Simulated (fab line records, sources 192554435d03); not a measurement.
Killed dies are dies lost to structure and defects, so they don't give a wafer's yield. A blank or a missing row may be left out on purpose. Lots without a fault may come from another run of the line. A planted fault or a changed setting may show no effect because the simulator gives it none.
A struck lot beside a sound one | flow n5_finfet | 15 steps out of a route of 1938
Sound: wafers L512.1, L512.3, L512.5. Struck: wafers L531.1, L531.5. The cause comes at the end.
At each step with rows: each side's tool, then ch and its chambers, then its first start. Under that, the readings that differ: sound wafers | struck wafers | difference of the means | sigmas: that difference in standard deviations of wafers without a fault.
alike: readings whose means differ by less than 2 such deviations, and words and numbers that are the same on both sides. not compared: withheld readings, readings that some wafer has no value for, bounds like >300 that may hide the same value, and numbers for which the record gives no deviation and whose values overlap.
The two part at a step that has a row with sigmas, a row that says differs or no value, or rows on one side only. Numbers that don't overlap but have no deviation are shown without sigmas and don't part them. A reading that every wafer of one side lacks parts them only if that side has two wafers or more.

first, 7 steps without rows for these wafers: N5_PASSIVATION_COAT_38; N5_PASSIVATION_EBR_40; N5_PASSIVATION_SOFTBAKE_39 (time 120 s); N5_PASSIVATION_EXPOSE_41 (exposes mask PASS OPEN, defocus 0 nm, target cd 40000 nm); N5_PASSIVATION_PEB_42; N5_PASSIVATION_DEVELOP_43 (develop time 60 s); N5_PASSIVATION_HARDBAKE_45 (time 120 s).
N5_PASSIVATION_CD_MEAS_44: target cd 40000 nm.
  sound on cd_sem-03 ch 0, day 12 11:51; struck on cd_sem-03 ch 0, day 17 01:34
  alike: cd_nm
N5_PASSIVATION_OVL_MEAS_66:
  sound on overlay-01 ch 0, day 12 11:53; struck on overlay-01 ch 0, day 17 01:36
  alike: PASS_OPEN_OVL
N5_PASSIVATION_INSPECT_67: inspects for defects (macro).
  sound on defect_inspect-01, day 12 11:54; struck on defect_inspect-01, day 17 01:37
  alike: raw_defect_count
N5_PASSIVATION_DESCUM_46: chemistry O2, time 7.9 s.
  sound on rie_diel-01 ch 0,1,2, day 12 12:02; struck on rie_diel-01 ch 0,2, day 17 02:04
  alike: drypump_motor_current_A, oes_product_au, rf_vpp_V, showerhead_plenum_p_Torr, throttle_valve_pct
  not compared: rf_hours_counter_h
N5_PASSIVATION_PASS_ETCH_47: etches SiNx in CF4/O2, target depth 770 nm, time 385 s.
  sound on rie_diel-01 ch 0,1,2, day 12 12:05; struck on rie_diel-01 ch 0,2, day 17 02:05
  alike: drypump_motor_current_A, oes_f_703_au, oes_product_au, rf_vpp_V, showerhead_plenum_p_Torr, throttle_valve_pct
  not compared: rf_hours_counter_h
N5_PASSIVATION_ETCH_54: etches SiO2 in CHF3/O2, target depth 880 nm, time 440 s.
  sound on rie_diel-01 ch 0,1,2, day 12 12:19; struck on rie_diel-01 ch 0,2, day 17 02:19
  reading                                 | sound             | struck      | difference | sigmas
  model.etch.depth_nm (nm)                | 871.2 877.5 862.2 | 971.9 953.8 | +92.5      |
  model.PASSIVATION.feature_depth_nm (nm) | 871.2 877.4 862.2 | 972 953.8   | +93        |
  alike: CHF3_flow_sccm, drypump_motor_current_A, oes_f_703_au, oes_product_au, rf_vpp_V, showerhead_plenum_p_Torr, throttle_valve_pct
  not compared: rf_hours_counter_h
N5_PASSIVATION_STRIP_48: strips in O2.
  sound on rie_diel-01 ch 0,1,2, day 12 12:35; struck on rie_diel-01 ch 0,2, day 17 02:37
  alike: drypump_motor_current_A, oes_product_au, rf_vpp_V, showerhead_plenum_p_Torr, throttle_valve_pct
  not compared: rf_hours_counter_h
N5_PASSIVATION_PROBE_49:
  sound on prober-01, day 12 15:32; struck on prober-01, day 17 05:07
  reading                 | sound       | struck  | difference | sigmas
  killed_at_M0_to_M3      | 49 71 54    | 23 22   | -36        | -4
  sort_bin_5_function (%) | 7.0 7.9 5.9 | 4.3 4.5 | -2.5       | -3
  alike: defect_limited_yield, killed_at_M4_up, killed_at_contacts, killed_at_front_end, killed_at_other, killed_dies, killed_open, killed_short, sort_bin_6_memory, sort_n_pass, sort_yield_pct

WHERE THEY PART
Only at N5_PASSIVATION_PROBE_49, within this record.

WHY: what the simulator had put in
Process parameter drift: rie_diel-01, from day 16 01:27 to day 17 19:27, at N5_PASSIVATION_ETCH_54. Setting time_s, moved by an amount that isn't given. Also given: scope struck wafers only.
